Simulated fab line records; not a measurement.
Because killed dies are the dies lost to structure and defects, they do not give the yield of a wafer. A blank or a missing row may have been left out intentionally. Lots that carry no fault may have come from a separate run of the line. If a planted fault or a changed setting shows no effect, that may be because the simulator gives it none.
Matching of chambers | flow n5_finfet | N5_BEOL_M1_STRIP_19 on rie_diel-03: 4 sister chambers
The step strips in O2. 18 wafers are shown with their chamber, then 9 later ones without.

## EACH WAFER AND ITS CHAMBER
wafer  | chamber | drypump_motor_current_A (A) | showerhead_plenum_p_Torr (Torr) | throttle_valve_pct (%)
L078.3 | 3       | 4.8                         | 2.04                            | 16.77
L078.5 | 3       | 4.7                         | 2.04                            | 16.77
L078.6 | 0       | 5.2                         | 1.99                            | 16.94
L082.1 | 1       | 5.9                         | 2.14                            | 16.54
L082.4 | 0       | 5.2                         | 1.98                            | 16.97
L082.5 | 0       | 5.2                         | 1.98                            | 16.96
L084.2 | 1       | 5.9                         | 2.14                            | 16.55
L084.3 | 3       | 4.7                         | 2.04                            | 16.81
L084.6 | 3       | 4.7                         | 2.04                            | 16.77
L087.1 | 3       | 4.7                         | 2.04                            | 16.80
L087.3 | 1       | 5.9                         | 2.13                            | 16.56
L087.5 | 2       | 5.4                         | 2.21                            | 16.94
L090.3 | 0       | 5.2                         | 1.98                            | 16.99
L090.5 | 3       | 4.7                         | 2.03                            | 16.84
L090.6 | 0       | 5.2                         | 1.98                            | 17.00
L091.2 | 2       | 5.4                         | 2.21                            | 16.95
L091.4 | 1       | 5.9                         | 2.13                            | 16.57
L091.5 | 2       | 5.4                         | 2.21                            | 16.93

SIGNATURES (averages over the wafers above)
reading                  | chamber 0 | chamber 1 | chamber 2 | chamber 3 | scatter within a chamber
drypump_motor_current_A  | 5.200     | 5.900     | 5.400     | 4.717     | 0.0244
showerhead_plenum_p_Torr | 1.9820    | 2.1350    | 2.2100    | 2.0383    | 0.00434
throttle_valve_pct       | 16.9720   | 16.5550   | 16.9400   | 16.7933   | 0.0225
Rule: distance of a wafer from a chamber = root of the sum over the readings of ((wafer's reading minus chamber's mean) / reading's scatter) squared. If the next closest chamber is less than 2 further off than the closest, the wafer can't be placed; otherwise it belongs to the closest. The scatter: take each reading less its chamber's mean, square it, sum over the shown wafers, divide by the number of wafers less the number of chambers, and take the root.

## WAFERS WITH NO CHAMBER GIVEN
wafer  | drypump_motor_current_A (A) | showerhead_plenum_p_Torr (Torr) | throttle_valve_pct (%)
L092.2 | 4.7                         | 2.03                            | 16.83
L092.3 | 5.4                         | 2.21                            | 16.96
L092.5 | 5.4                         | 2.21                            | 16.95
L094.2 | 4.8                         | 2.03                            | 16.84
L094.3 | 5.9                         | 2.13                            | 16.59
L094.5 | 5.4                         | 2.21                            | 16.97
L096.3 | 5.4                         | 2.20                            | 16.98
L096.4 | 4.7                         | 2.03                            | 16.87
L096.5 | 4.8                         | 2.03                            | 16.87

## THE CHAMBER EACH PASSED THROUGH
wafer  | from the rows above | in truth
L092.2 | 3                   | 3
L092.3 | 2                   | 2
L092.5 | 2                   | 2
L094.2 | 3                   | 3
L094.3 | 1                   | 1
L094.5 | 2                   | 2
L096.3 | 2                   | 2
L096.4 | 3                   | 3
L096.5 | 3                   | 3
Placed correctly: 9 of 9. Can't be placed from these rows: 0. Number placed wrongly: 0.
